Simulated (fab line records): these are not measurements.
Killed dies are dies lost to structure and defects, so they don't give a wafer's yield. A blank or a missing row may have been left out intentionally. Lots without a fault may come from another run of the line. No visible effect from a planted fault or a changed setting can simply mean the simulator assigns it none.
Matching of chambers    flow nand_harc    NHARC_P_CONTACT_ALD_22 on ald_metal-01 has 4 sister chambers
The step deposits TiN, target thk 3 nm, pulse time 1 s, ald cycles 150. 20 wafers are shown with their chamber, then 10 later ones without.

WAFERS WITH THEIR CHAMBER
wafer   chamber  heater_power_w (W)  precursor_pulse_height_rel
L075.1  2        939                 1.004
L075.2  3        985                 0.985
L075.3  1        914                 0.981
L080.2  1        911                 0.995
L080.3  3        1010                0.996
L080.4  0        1160                0.975
L082.1  2        948                 0.999
L082.2  0        1173                1.044
L082.5  1        913                 1.005
L083.1  0        1163                0.999
L083.2  2        931                 0.983
L083.5  2        948                 1.020
L086.1  3        1017                0.999
L086.3  1        931                 0.999
L086.5  1        921                 0.987
L088.1  1        907                 1.048
L088.2  2        949                 0.982
L088.4  3        1008                0.970
L090.1  3        989                 1.010
L090.3  2        945                 0.976

SIGNATURES, as means of the wafers listed above
reading                     chamber 0  chamber 1  chamber 2  chamber 3  scatter within a chamber
heater_power_w              1165.33    916.17     943.33     1001.80    9.66
precursor_pulse_height_rel  1.00600    1.00250    0.99400    0.99200    0.0218
Rule: for each reading, subtract the chamber's mean from the wafer's reading, divide by that reading's scatter and square the result; add these up over the readings and take the root, which gives the wafer's distance from the chamber. If the next closest chamber is less than 2 further off than the closest, the wafer can't be placed; otherwise it belongs to the closest. The scatter is the square root of a quotient: the sum, over the shown wafers, of each reading's squared deviation from its chamber's mean, divided by wafers minus chambers.

WAFERS MISSING THEIR CHAMBER
wafer   heater_power_w (W)  precursor_pulse_height_rel
L090.5  912                 1.038
L092.1  933                 0.997
L092.3  929                 0.991
L092.4  1000                0.997
L093.1  1187                0.971
L093.3  958                 0.971
L093.4  924                 1.014
L097.1  1018                0.976
L097.3  1181                1.026
L097.4  932                 1.005

WHICH CHAMBER EACH ONE RAN IN
wafer   from the rows above      in truth
L090.5  1                        1
L092.1  can't be placed: 2 or 1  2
L092.3  can't be placed: 1 or 2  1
L092.4  3                        3
L093.1  0                        0
L093.3  2                        2
L093.4  can't be placed: 1 or 2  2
L097.1  3                        3
L097.3  0                        0
L097.4  can't be placed: 2 or 1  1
Placed correctly: 6 of 10. Unplaceable from these rows: 4, with the true chamber sitting among the candidates in 4. Placed wrongly: 0.
